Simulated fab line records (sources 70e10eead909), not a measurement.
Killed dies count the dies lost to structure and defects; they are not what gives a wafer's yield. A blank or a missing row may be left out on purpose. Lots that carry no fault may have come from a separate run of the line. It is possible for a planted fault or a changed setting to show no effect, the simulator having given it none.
Which tool was responsible?    flow nand-harc    19 lots with 57 wafers sampled at 6 steps, on a route of 1302 steps

== WHAT EACH GAUGE READ, for each wafer ==
The record holds no reading of a measuring or inspecting step that can be judged against a usual standard deviation.

== WHICH TOOL RAN EACH LOT (tool, then ch and the chambers of the sampled wafers, then the start) ==
lot   NHARC_A_CHANNEL_FILL_D2_STRIP_28    NHARC_A_STAIRCASE_ETCH_169          NHARC_A_STAIRCASE_ETCH_170                     NHARC_A_STAIRCASE_TRIM_14                      NHARC_A_STAIRCASE_ETCH_25                      NHARC_A_STAIRCASE_STRIP_175
L074  rie-diel-10 ch 0,3, day 14 18:58    rie-diel-11 ch 1,2, day 15 20:57    rie-diel-11 ch 0,1,3, day 16 04:25 or earlier  rie-diel-11 ch 0,2,3, day 16 04:25 or earlier  rie-diel-11 ch 2,3, day 16 04:25 or earlier    plasma-asher-01 ch 0,1, day 16 04:25
L076  rie-diel-10 ch 1,2, day 15 14:13    rie-diel-11 ch 0,1,2, day 16 15:46  rie-diel-11 ch 1,2,3, day 16 19:38 or earlier  rie-diel-11 ch 0,1,2, day 16 19:38 or earlier  rie-diel-08 ch 0,1, day 16 19:38 or earlier    plasma-asher-01 ch 0,1, day 16 19:38
L077  rie-diel-10 ch 1,3, day 15 23:32    rie-diel-11 ch 0,2, day 17 01:56    rie-diel-11 ch 1,2, day 17 06:26 or earlier    rie-diel-04 ch 1,2,3, day 17 06:26 or earlier  rie-diel-04 ch 1,2, day 17 06:26 or earlier    plasma-asher-02 ch 0,1, day 17 06:26
L080  rie-diel-01 ch 0,2,3, day 17 19:58  rie-diel-04 ch 0,1, day 18 20:19    rie-diel-04 ch 0,1,3, day 19 00:18 or earlier  rie-diel-11 ch 0,3, day 19 00:18 or earlier    rie-diel-11 ch 0,2,3, day 19 00:18 or earlier  plasma-asher-01 ch 0,1, day 19 00:18
L082  rie-diel-10 ch 0,1, day 17 20:00    rie-diel-08 ch 1,2, day 18 20:29    rie-diel-08 ch 1,2, day 19 00:46 or earlier    rie-diel-08 ch 0,1,3, day 19 00:46 or earlier  rie-diel-04 ch 1,2, day 19 00:46 or earlier    plasma-asher-01 ch 0,1, day 19 00:46
L081  rie-diel-01 ch 1,2,3, day 17 20:00  rie-diel-04 ch 0,2,3, day 18 20:39  rie-diel-04 ch 0,1,3, day 19 00:59 or earlier  rie-diel-08 ch 0,1,3, day 19 00:59 or earlier  rie-diel-08 ch 0,2,3, day 19 00:59 or earlier  plasma-asher-01 ch 0,1, day 19 00:59
L083  rie-diel-01 ch 0,1, day 18 13:13    rie-diel-08 ch 1,2, day 19 15:10    rie-diel-08 ch 0,1,3, day 19 20:29 or earlier  rie-diel-04 ch 0,1,2, day 19 20:29 or earlier  rie-diel-11 ch 0,2, day 19 20:29 or earlier    plasma-asher-02 ch 0,1, day 19 20:29
L085  rie-diel-10 ch 1,2,3, day 18 23:22  rie-diel-04 ch 1,3, day 20 03:14    rie-diel-04 ch 1,3, day 20 07:41 or earlier    rie-diel-04 ch 1,3, day 20 07:41 or earlier    rie-diel-04 ch 1,2, day 20 07:41 or earlier    plasma-asher-01 ch 0,1, day 20 07:41
L086  rie-diel-01 ch 0,2,3, day 19 03:43  rie-diel-04 ch 2,3, day 20 03:24    rie-diel-04 ch 1,3, day 20 07:32 or earlier    rie-diel-08 ch 2,3, day 20 07:32 or earlier    rie-diel-08 ch 0,3, day 20 07:32 or earlier    plasma-asher-02 ch 0,1, day 20 07:32
L084  rie-diel-10 ch 0,1,3, day 19 03:46  rie-diel-11 ch 0,1, day 20 03:01    rie-diel-11 ch 0,2,3, day 20 07:50 or earlier  rie-diel-11 ch 0,1,3, day 20 07:50 or earlier  rie-diel-11 ch 0,1, day 20 07:50 or earlier    plasma-asher-02 ch 0,1, day 20 07:50
L090  rie-diel-09 ch 0,1,3, day 20 18:34  rie-diel-04 ch 0,1,3, day 21 23:40  rie-diel-04 ch 1,2, day 22 04:07 or earlier    rie-diel-08 ch 0,1,3, day 22 04:07 or earlier  rie-diel-08 ch 1,3, day 22 04:07 or earlier    plasma-asher-01 ch 0,1, day 22 04:07
L088  rie-diel-01 ch 0,2,3, day 20 18:34  rie-diel-11 ch 2,3, day 22 00:45    rie-diel-11 ch 0,2,3, day 22 04:59 or earlier  rie-diel-11 ch 0,2,3, day 22 04:59 or earlier  rie-diel-04 ch 1,2,3, day 22 04:59 or earlier  plasma-asher-01 ch 0,1, day 22 04:59
L091  rie-diel-01 ch 0,2, day 21 19:15    rie-diel-11 ch 1,3, day 22 21:57    rie-diel-11 ch 0,2, day 23 02:30 or earlier    rie-diel-08 ch 1,2,3, day 23 02:30 or earlier  rie-diel-08 ch 1,2,3, day 23 02:30 or earlier  plasma-asher-02 ch 0,1, day 23 02:30
L093  rie-diel-10 ch 0,1,3, day 22 11:49  rie-diel-11 ch 2,3, day 23 12:55    rie-diel-11 ch 0,2, day 23 16:47 or earlier    rie-diel-11 ch 0,1,2, day 23 16:47 or earlier  rie-diel-04 ch 1,3, day 23 16:47 or earlier    plasma-asher-01 ch 0,1, day 23 16:47
L092  rie-diel-09 ch 1,2,3, day 22 11:49  rie-diel-08 ch 0,1,2, day 23 13:09  rie-diel-08 ch 2,3, day 23 17:16 or earlier    rie-diel-08 ch 1,2,3, day 23 17:16 or earlier  rie-diel-08 ch 0,1,3, day 23 17:16 or earlier  plasma-asher-02 ch 0,1, day 23 17:16
L094  rie-diel-09 ch 0,3, day 22 21:41    rie-diel-04 ch 1,2,3, day 23 22:44  rie-diel-04 ch 1,3, day 24 03:41 or earlier    rie-diel-04 ch 0,1,3, day 24 03:41 or earlier  rie-diel-11 ch 0,2,3, day 24 03:41 or earlier  plasma-asher-01 ch 0,1, day 24 03:41
L095  rie-diel-01 ch 0,1,2, day 23 10:25  rie-diel-11 ch 0,3, day 24 13:04    rie-diel-11 ch 0,1,3, day 24 16:52 or earlier  rie-diel-08 ch 0,1, day 24 16:52 or earlier    rie-diel-08 ch 0,2,3, day 24 16:52 or earlier  plasma-asher-01 ch 0,1, day 24 16:52
L097  rie-diel-01 ch 0,2, day 23 20:14    rie-diel-04 ch 0,2,3, day 24 21:04  rie-diel-04 ch 0,1, day 25 01:11 or earlier    rie-diel-04 ch 0,3, day 25 01:11 or earlier    rie-diel-08 ch 0,1,3, day 25 01:11 or earlier  plasma-asher-02 ch 0,1, day 25 01:11
L096  rie-diel-09 ch 1,2, day 23 20:14    rie-diel-11 ch 0,3, day 24 21:05    rie-diel-11 ch 0,3, day 25 01:32 or earlier    rie-diel-04 ch 0,3, day 25 01:32 or earlier    rie-diel-04 ch 0,1,2, day 25 01:32 or earlier  plasma-asher-01 ch 0,1, day 25 01:32
- NHARC_A_CHANNEL_FILL_D2_STRIP_28: strips in O2, time 20 s.
- NHARC_A_STAIRCASE_ETCH_169: etches the open film in CH3F/O2, target depth 50 nm, time 107.1 s.
- NHARC_A_STAIRCASE_ETCH_170: etches the open film in C4F6/O2, target depth 200 nm, time 66.667 s.
- NHARC_A_STAIRCASE_TRIM_14: chemistry O2, time 211.2 s.
- NHARC_A_STAIRCASE_ETCH_25: etches the open film in C4F8/O2, target depth 100 nm, time 40.5 s.
- NHARC_A_STAIRCASE_STRIP_175: strips in O2.

== AS READ BY THE TOOLS THEMSELVES (means over the sampled wafers that have a number; for cases with no such wafer, the mark the record gives instead) ==
NHARC_A_CHANNEL_FILL_D2_STRIP_28. Usual: drypump-motor-current-A 5.6 A (standard deviation 0.37); mfc-ar-sccm 0.004 sccm (standard deviation 0.0087); o2-flow-sccm 499.9 sccm (standard deviation 1.6); oes-product-au 1.000 a.u. (standard deviation 0.0083); rf-vpp-V 57.7 V (standard deviation 0.93); showerhead-plenum-p-Torr 3.46 Torr (standard deviation 0.14); throttle-valve-pct 17.037 % (standard deviation 0.0089).
lot   tool         drypump-motor-current-A (A)  mfc-ar-sccm (sccm)  o2-flow-sccm (sccm)  oes-product-au (a.u.)  rf-vpp-V (V)  showerhead-plenum-p-Torr (Torr)  throttle-valve-pct (%)  flag
L074  rie-diel-10  6.0                          0.000               498.7                0.996                  58.4          3.58                             17.042                  
L076  rie-diel-10  5.5                          0.000               500.8                0.997                  57.9          3.59                             17.041                  
L077  rie-diel-10  5.6                          0.000               500.2                0.999                  57.3          3.40                             17.038                  
L080  rie-diel-01  5.4                          0.009               500.1                1.000                  58.5          3.49                             17.036                  
L082  rie-diel-10  5.6                          0.000               498.9                1.010                  58.4          3.58                             17.030                  
L081  rie-diel-01  5.4                          0.000               500.6                0.998                  57.4          3.44                             17.035                  
L083  rie-diel-01  5.1                          0.017               501.7                0.991                  57.6          3.43                             17.037                  
L085  rie-diel-10  5.7                          0.000               499.1                0.998                  57.6          3.49                             17.042                  
L086  rie-diel-01  5.4                          0.009               499.8                0.995                  58.5          3.49                             17.037                  
L084  rie-diel-10  5.8                          0.000               500.3                1.007                  58.1          3.49                             17.036                  
L090  rie-diel-09  5.7                          0.007               500.7                1.009                  58.0          3.44                             17.037                  
L088  rie-diel-01  5.4                          0.009               498.1                0.994                  58.3          3.49                             17.040                  
L091  rie-diel-01  5.3                          0.017               502.9                0.993                  57.1          3.52                             17.038                  
L093  rie-diel-10  5.7                          0.000               500.1                0.996                  56.4          3.49                             17.047                  
L092  rie-diel-09  5.8                          0.002               500.5                0.999                  57.0          3.30                             17.042                  
L094  rie-diel-09  5.6                          0.013               499.2                0.998                  58.2          3.59                             17.036                  
L095  rie-diel-01  5.3                          0.009               499.9                1.000                  58.2          3.46                             17.039                  
L097  rie-diel-01  5.5                          0.009               500.1                0.998                  58.0          3.55                             17.030                  
L096  rie-diel-09  5.7                          0.005               498.6                0.991                  57.1          3.29                             17.034                  

NHARC_A_STAIRCASE_ETCH_169. Usual: drypump-motor-current-A 5.9 A (standard deviation 0.46); mfc-ar-sccm 200.0 sccm (standard deviation 0.6); o2-flow-sccm 29.99 sccm (standard deviation 0.086); oes-product-au 0.957 a.u. (standard deviation 0.016); rf-vpp-V 243.5 V (standard deviation 1.2); showerhead-plenum-p-Torr 2.39 Torr (standard deviation 0.052); throttle-valve-pct 20.662 % (standard deviation 0.011).
lot   tool         drypump-motor-current-A (A)  mfc-ar-sccm (sccm)  o2-flow-sccm (sccm)  oes-product-au (a.u.)  rf-vpp-V (V)  showerhead-plenum-p-Torr (Torr)  throttle-valve-pct (%)  flag
L074  rie-diel-11  6.0                          200.9               29.98                0.974                  243.7         2.40                             20.657                  
L076  rie-diel-11  5.9                          199.8               29.98                0.967                  244.6         2.41                             20.670                  
L077  rie-diel-11  6.0                          200.3               29.98                0.945                  242.2         2.39                             20.666                  
L080  rie-diel-04  6.0                          199.7               30.03                0.973                  244.7         2.44                             20.663                  
L082  rie-diel-08  5.5                          199.9               30.03                0.937                  244.6         2.43                             20.677                  
L081  rie-diel-04  6.3                          200.3               30.04                0.969                  243.2         2.38                             20.661                  
L083  rie-diel-08  5.5                          199.8               29.89                0.975                  244.1         2.42                             20.668                  
L085  rie-diel-04  5.7                          200.1               30.06                0.943                  243.1         2.36                             20.668                  
L086  rie-diel-04  6.0                          199.6               29.95                0.937                  242.5         2.32                             20.662                  
L084  rie-diel-11  5.6                          199.9               30.08                0.946                  243.3         2.44                             20.672                  
L090  rie-diel-04  6.0                          200.3               30.01                0.934                  243.1         2.40                             20.664                  
L088  rie-diel-11  6.1                          200.4               29.93                0.941                  243.3         2.37                             20.663                  
L091  rie-diel-11  5.9                          200.3               30.01                0.959                  244.0         2.39                             20.664                  
L093  rie-diel-11  6.2                          199.5               30.08                0.956                  242.1         2.34                             20.653                  
L092  rie-diel-08  5.3                          200.0               29.97                0.971                  244.2         2.42                             20.655                  
L094  rie-diel-04  6.0                          199.4               29.96                0.959                  242.4         2.35                             20.662                  
L095  rie-diel-11  5.8                          199.9               30.00                0.951                  242.8         2.39                             20.660                  
L097  rie-diel-04  6.2                          200.5               30.00                0.943                  243.6         2.36                             20.657                  
L096  rie-diel-11  5.6                          199.9               29.91                0.968                  243.4         2.42                             20.662                  

NHARC_A_STAIRCASE_ETCH_170. Usual: drypump-motor-current-A 6.0 A (standard deviation 0.44); mfc-ar-sccm 500.1 sccm (standard deviation 1.4); o2-flow-sccm 20.00 sccm (standard deviation 0.058); oes-product-au 0.975 a.u. (standard deviation 0.012); rf-vpp-V 544.9 V (standard deviation 1.8); showerhead-plenum-p-Torr 3.83 Torr (standard deviation 0.077); throttle-valve-pct 26.904 % (standard deviation 0.0081).
lot   tool         drypump-motor-current-A (A)  mfc-ar-sccm (sccm)  o2-flow-sccm (sccm)  oes-product-au (a.u.)  rf-vpp-V (V)  showerhead-plenum-p-Torr (Torr)  throttle-valve-pct (%)  flag
L074  rie-diel-11  5.7                          500.5               19.97                0.969                  546.6         3.88                             26.903                  
L076  rie-diel-11  6.0                          498.8               19.95                0.981                  544.2         3.82                             26.902                  
L077  rie-diel-11  6.2                          500.7               20.00                0.970                  544.4         3.80                             26.905                  
L080  rie-diel-04  6.0                          500.0               20.05                0.978                  544.5         3.85                             26.909                  
L082  rie-diel-08  5.6                          500.2               20.00                0.956                  546.6         3.87                             26.903                  
L081  rie-diel-04  6.0                          500.6               19.98                0.987                  545.7         3.85                             26.908                  
L083  rie-diel-08  5.4                          500.3               19.95                0.973                  545.1         3.83                             26.902                  
L085  rie-diel-04  5.7                          499.5               19.99                0.978                  544.3         3.77                             26.898                  
L086  rie-diel-04  5.8                          499.8               19.93                0.952                  545.5         3.83                             26.908                  
L084  rie-diel-11  5.9                          501.3               19.95                0.972                  545.0         3.83                             26.910                  
L090  rie-diel-04  6.4                          500.3               20.04                0.981                  544.1         3.78                             26.907                  
L088  rie-diel-11  5.9                          500.0               19.98                0.963                  545.5         3.82                             26.908                  
L091  rie-diel-11  5.8                          500.6               20.07                0.984                  545.9         3.85                             26.894                  
L093  rie-diel-11  5.8                          500.2               20.03                0.967                  545.1         3.85                             26.893                  
L092  rie-diel-08  6.1                          499.5               20.04                0.994                  542.7         3.74                             26.906                  
L094  rie-diel-04  5.7                          501.5               20.02                0.977                  544.5         3.81                             26.901                  
L095  rie-diel-11  5.8                          501.3               20.02                0.966                  545.1         3.84                             26.898                  
L097  rie-diel-04  6.3                          499.9               19.99                0.971                  545.9         3.89                             26.903                  
L096  rie-diel-11  5.8                          500.6               19.96                0.981                  545.3         3.83                             26.908                  

NHARC_A_STAIRCASE_TRIM_14. Usual: drypump-motor-current-A 5.8 A (standard deviation 0.51); mfc-ar-sccm 0.010 sccm (standard deviation 0.012); o2-flow-sccm 500.1 sccm (standard deviation 1.7); oes-product-au 1.000 a.u. (standard deviation 0.0078); rf-vpp-V 57.5 V (standard deviation 0.87); showerhead-plenum-p-Torr 3.44 Torr (standard deviation 0.073); throttle-valve-pct 17.037 % (standard deviation 0.0092).
lot   tool         drypump-motor-current-A (A)  mfc-ar-sccm (sccm)  o2-flow-sccm (sccm)  oes-product-au (a.u.)  rf-vpp-V (V)  showerhead-plenum-p-Torr (Torr)  throttle-valve-pct (%)  flag
L074  rie-diel-11  5.9                          0.000               498.5                0.996                  57.2          3.46                             17.035                  
L076  rie-diel-11  5.9                          0.000               499.9                1.001                  57.8          3.47                             17.038                  
L077  rie-diel-04  6.0                          0.013               501.9                1.005                  56.4          3.40                             17.030                  
L080  rie-diel-11  5.6                          0.000               500.5                0.993                  57.6          3.50                             17.039                  
L082  rie-diel-08  5.4                          0.016               500.1                1.008                  57.2          3.44                             17.040                  
L081  rie-diel-08  5.4                          0.016               498.5                1.004                  57.4          3.44                             17.041                  
L083  rie-diel-04  6.3                          0.019               500.0                1.008                  57.4          3.46                             17.032                  
L085  rie-diel-04  5.7                          0.005               500.6                0.996                  57.1          3.39                             17.039                  
L086  rie-diel-08  6.1                          0.015               499.6                1.008                  58.0          3.38                             17.032                  
L084  rie-diel-11  5.7                          0.000               500.4                0.992                  57.6          3.47                             17.034                  
L090  rie-diel-08  5.4                          0.016               500.1                1.003                  58.3          3.43                             17.044                  
L088  rie-diel-11  5.9                          0.000               500.1                1.002                  57.2          3.43                             17.037                  
L091  rie-diel-08  5.6                          0.016               501.8                1.006                  57.2          3.41                             17.031                  
L093  rie-diel-11  5.9                          0.000               499.4                0.992                  58.0          3.43                             17.040                  
L092  rie-diel-08  5.6                          0.016               499.7                0.998                  57.3          3.41                             17.046                  
L094  rie-diel-04  6.0                          0.011               500.6                1.001                  57.0          3.44                             17.036                  
L095  rie-diel-08  5.1                          0.009               499.3                1.008                  57.3          3.48                             17.021                  
L097  rie-diel-04  5.9                          0.013               500.1                0.999                  58.1          3.39                             17.037                  
L096  rie-diel-04  5.9                          0.013               500.7                0.991                  56.8          3.39                             17.029                  

NHARC_A_STAIRCASE_ETCH_25. Usual: oes-product-au 0.944 a.u., standard deviation 0.011; rf-vpp-V 892.9 V, standard deviation 2.9.
lot   tool         oes-product-au (a.u.)  rf-vpp-V (V)  flag
L074  rie-diel-11  0.945                  891.5         
L076  rie-diel-08  0.963                  895.5         
L077  rie-diel-04  0.951                  892.7         
L080  rie-diel-11  0.944                  892.4         
L082  rie-diel-04  0.939                  890.2         
L081  rie-diel-08  0.946                  893.8         
L083  rie-diel-11  0.936                  892.1         
L085  rie-diel-04  0.929                  892.5         
L086  rie-diel-08  0.949                  893.7         
L084  rie-diel-11  0.929                  895.4         
L090  rie-diel-08  0.944                  892.0         
L088  rie-diel-04  0.952                  891.2         
L091  rie-diel-08  0.953                  891.5         
L093  rie-diel-04  0.960                  891.2         
L092  rie-diel-08  0.955                  892.5         
L094  rie-diel-11  0.948                  892.0         
L095  rie-diel-08  0.951                  891.8         
L097  rie-diel-08  0.958                  892.7         
L096  rie-diel-04  0.944                  893.0         

NHARC_A_STAIRCASE_STRIP_175. Usual: drypump-motor-current-A 6.1 A, standard deviation 0.67; heater-power-w 327 W, standard deviation 33.
lot   tool             drypump-motor-current-A (A)  heater-power-w (W)  flag
L074  plasma-asher-01  6.4                          326                 
L076  plasma-asher-01  6.4                          328                 
L077  plasma-asher-02  5.8                          341                 
L080  plasma-asher-01  6.4                          307                 
L082  plasma-asher-01  6.4                          307                 
L081  plasma-asher-01  6.5                          305                 
L083  plasma-asher-02  5.2                          354                 
L085  plasma-asher-01  6.3                          320                 
L086  plasma-asher-02  5.2                          351                 
L084  plasma-asher-02  5.8                          329                 
L090  plasma-asher-01  6.4                          323                 
L088  plasma-asher-01  6.4                          327                 
L091  plasma-asher-02  5.2                          354                 
L093  plasma-asher-01  6.5                          313                 
L092  plasma-asher-02  5.8                          331                 
L094  plasma-asher-01  6.4                          327                 
L095  plasma-asher-01  6.5                          309                 
L097  plasma-asher-02  5.2                          355                 
L096  plasma-asher-01  6.5                          308                 

== THE ANSWER, worked out from the rows above alone ==
Rule: lot off if the mean of its wafers having a number is beyond 3 standard deviations from the usual mean. A lot without any number at a reading at which 4 lots or more have one is off too. Where the step has rows for the other lots, those lots are counted as sound. The gauges are gone through in route order, then the tools' own readings, and for those a lot's mean is taken as printed above. At the first step where some lot is off, the reading lying furthest off is the one used; lots without a number count as furthest.
Nothing can be told from this: no lot is off at any reading shown.

== WHAT THE SIMULATOR HAD PUT IN ==
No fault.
